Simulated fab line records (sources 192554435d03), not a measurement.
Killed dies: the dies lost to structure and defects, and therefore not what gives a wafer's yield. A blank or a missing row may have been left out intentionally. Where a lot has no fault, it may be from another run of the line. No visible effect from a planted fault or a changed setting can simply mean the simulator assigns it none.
A lot that was struck, set against a sound lot	flow n5 finfet	16 steps out of a route of 1938
Sound: wafers L571.1, L571.5, L571.6. Struck: wafer L584.4; the same lot's L584.6 was not struck, so it is left out; see the end for the cause.
For every step that has rows: the tool of each side, followed by ch and its chambers, followed by its first start. Under that, the readings that differ: sound wafers	struck wafers	difference of the means	sigmas: that difference in standard deviations of wafers without a fault.
alike: words and numbers the same on both sides, and readings whose means are apart by under 2 such deviations; not compared: readings that were withheld, readings missing a value for some wafer, numbers with overlapping values and no deviation given by the record, and bounds like >300 which may hide the same value.
A row with sigmas, a row that says differs or no value, or rows on one side alone: a step with any of these is where the two part. Numbers that don't overlap but have no deviation are shown without sigmas and don't part them. A reading missing from all wafers of one side parts the sides only when that side holds two or more wafers.

N5_DUMMY_GATE_ETCH_42: etches SiO2 in CHF3/O2, target depth 3.5 nm, time 31 s.
  sound on rie diel-01 ch 0,3, day 3 22:35; struck on rie diel-05 ch 0, day 7 06:31
  alike: O2_flow_sccm, drypump motor current A, oes product au, rf vpp V, showerhead plenum p Torr, throttle valve pct
  not compared: rf hours counter h
N5_DUMMY_GATE_STRIP_48: strips in N2/H2, time 20 s.
  sound on rie diel-01 ch 0,3, day 3 22:38; struck on rie diel-05 ch 0, day 7 06:34
  alike: drypump motor current A, oes product au, rf vpp V, showerhead plenum p Torr, throttle valve pct
  not compared: rf hours counter h
then, 5 steps without rows for these wafers: N5_DUMMY_GATE_PRECLEAN_33 (cleans in dHF, time 10 s); N5_DUMMY_GATE_PRECLEAN_25 (cleans in O3/DIW, time 45 s); N5_DUMMY_GATE_PRECLEAN_51 (cleans in SC2, time 45 s); N5_DUMMY_GATE_SRD_26 (time 30 s); N5_DUMMY_GATE_UV_OZONE_45 (time 120 s).
N5_DUMMY_GATE_INSPECT_27: inspects for defects (brightfield).
  sound on defect inspect-02, day 3 22:49; struck on defect inspect-01, day 7 06:46
  alike: raw defect count
N5_SPACER0_ALD_07: deposits SiNx, target thk 2 nm.
  sound on ald sin-04 ch 0,1,2, day 3 22:53; struck on ald sin-03 ch 2, day 7 06:47
  alike: heater power w
N5_SPACER0_ALD_00: deposits SiOCN, target thk 3.5 nm, pulse time 3 s, purge time 2 s.
  sound on ald sin-04 ch 0,1,2, day 3 23:02; struck on ald sin-03 ch 2, day 7 06:56
  alike: heater power w, precursor pulse height rel
N5_SPACER0_ALD_08: deposits SiNx, target thk 2 nm.
  sound on ald sin-04 ch 0,1,2, day 3 23:18; struck on ald sin-03 ch 2, day 7 07:12
  alike: heater power w
N5_SPACER0_INSPECT_04: inspects for defects (darkfield).
  sound on defect inspect-02, day 3 23:28; struck on defect inspect-01, day 7 07:22
  alike: raw defect count
N5_SD_EPI_N_COAT_32: time 60 s, resist thk 350 nm.
  sound on litho track-01 ch 0, day 3 23:29; struck on litho track-03 ch 0, day 7 07:23
reading	sound	struck	difference	sigmas
heater power total W (W)	497.5 497.6 502.4	612.3	+113.1	+63
run length s (s)	66.17 66.51 66.29	48.58	-17.74	-84
  alike: chill plate temp C
then, 1 step without rows for these wafers: N5_SD_EPI_N_COAT_33 (time 60 s, resist thk 35 nm).
-- a jump in the record: the struck wafers' starts before and after are 5 days apart (it breaks off in module SD_EPI_N and resumes in module BEOL_M4, where the first step shown is number 1111 of the route) --
N5_BEOL_M4_RC_MEAS_101:
  sound on prober-01 ch 0, day 9 03:16; struck on prober-02 ch 0, day 12 18:25
reading	sound	struck	difference	sigmas
IOFF_N (nA/um)	0.16 0.20 0.18	0.12	-0.06	-2
IOFF_P (nA/um)	0.23 0.28 0.25	0.16	-0.09	-3
ION_P (uA/um)	469 462 476	452	-17	-2
SS_P (mV/dec)	74.0 73.9 73.4	72.3	-1.5	-2
VT_N (mV)	248 248 247	256	+8	+3
VT_P (mV)	-245 -245 -245	-252	-7	-2
  alike: DIBL_N, DIBL_P, ION_N, SS_N
after that, 1 step had no rows for these wafers: N5_PASSIVATION_PROBE_49.

== WHERE THEY PART ==
Last at N5_BEOL_M4_RC_MEAS_101 as far as this record goes, first at N5_SD_EPI_N_COAT_32.

WHY: whatever the simulator had introduced
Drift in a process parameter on litho track-03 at N5_SD_EPI_N_COAT_32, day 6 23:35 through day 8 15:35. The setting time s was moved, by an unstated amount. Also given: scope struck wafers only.
